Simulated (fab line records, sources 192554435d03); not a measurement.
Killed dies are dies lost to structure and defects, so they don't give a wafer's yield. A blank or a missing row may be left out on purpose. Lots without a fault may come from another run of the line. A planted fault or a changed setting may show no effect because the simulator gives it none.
Which tool did it? | flow n5_finfet | 9 lots, 27 wafers sampled, at 3 steps of a route of 1938

WHAT THE GAUGES READ, wafer by wafer
N5_FIN_SAQP_INSPECT_40: inspects for defects (brightfield).
lot  | measured    | on                | raw_defect_count
L741 | day 2 08:55 | defect_inspect-01 | 285 244 291
L742 | day 2 14:01 | defect_inspect-02 | 385 252 208
L743 | day 2 22:38 | defect_inspect-02 | 259 274 169
L746 | day 3 15:43 | defect_inspect-01 | 179 153 172
L751 | day 4 21:49 | defect_inspect-02 | 309 489 745
L755 | day 5 20:34 | defect_inspect-02 | 153 155 325
L756 | day 6 02:56 | defect_inspect-01 | 190 217 223
L761 | day 7 09:41 | defect_inspect-02 | 264 325 309
L763 | day 7 20:22 | defect_inspect-01 | 227 198 152

WHICH TOOL RAN EACH LOT (tool, then ch and the chambers of the sampled wafers, then the start)
lot  | N5_FIN_SAQP_PRECLEAN_44            | N5_FIN_SAQP_SPACER1_ALD_24
L741 | wet_bench-05 ch 0,2,3, day 2 02:13 | ald_sin-04 ch 0,1,3, day 2 05:32
L742 | wet_bench-05 ch 0,6,7, day 2 08:06 | ald_sin-04 ch 2,3, day 2 10:40
L743 | wet_bench-02 ch 1,4,5, day 2 17:06 | ald_sin-04 ch 0,3, day 2 19:27
L746 | wet_bench-01 ch 2,5,6, day 3 09:30 | ald_sin-01 ch 0,2, day 3 11:59
L751 | wet_bench-05 ch 2,3,4, day 4 14:09 | ald_sin-04 ch 1,2, day 4 16:57
L755 | wet_bench-02 ch 0,4,5, day 5 13:56 | ald_sin-01 ch 0,1,3, day 5 17:05
L756 | wet_bench-02 ch 1,6,7, day 5 20:47 | ald_sin-03 ch 0,1,2, day 5 23:35
L761 | wet_bench-01 ch 2,6,7, day 7 02:35 | ald_sin-01 ch 2,3, day 7 06:17
L763 | wet_bench-02 ch 1,5,7, day 7 14:12 | ald_sin-03 ch 1,2,3, day 7 16:43
- N5_FIN_SAQP_PRECLEAN_44: cleans in SC2, time 45 s.
- N5_FIN_SAQP_SPACER1_ALD_24: deposits SiO2, target thk 20.3 nm, pulse time 1 s, purge time 2 s.

THE ANSWER, worked out from the rows above alone
Rule: what is usual is taken from the lots themselves. Put in order of their means at a reading, lots are off if they are a third of the lots or fewer, leave a main group of 4 or more, and stand apart from it by a gap of 3 or more times the standard deviation of the main group's means; of several such gaps the widest counts. A main group whose means are all the same, to the digits that the tables above print for the reading, isn't used. A lot without any number at a reading at which 4 lots or more have one is off too. The other lots that the step has rows for count as sound.
Off: L751, at N5_FIN_SAQP_INSPECT_40 (raw_defect_count). The main group: mean 234, standard deviation 44.
A tool fits if, at a process step before that reading, it ran every lot that is off, and no sound lot after the first of them. The gauges at N5_FIN_SAQP_INSPECT_40 are tried like those tools. Can't be told from this: 2 tools fit, wet_bench-05 at N5_FIN_SAQP_PRECLEAN_44, ald_sin-04 at N5_FIN_SAQP_SPACER1_ALD_24.

WHAT THE SIMULATOR HAD PUT IN
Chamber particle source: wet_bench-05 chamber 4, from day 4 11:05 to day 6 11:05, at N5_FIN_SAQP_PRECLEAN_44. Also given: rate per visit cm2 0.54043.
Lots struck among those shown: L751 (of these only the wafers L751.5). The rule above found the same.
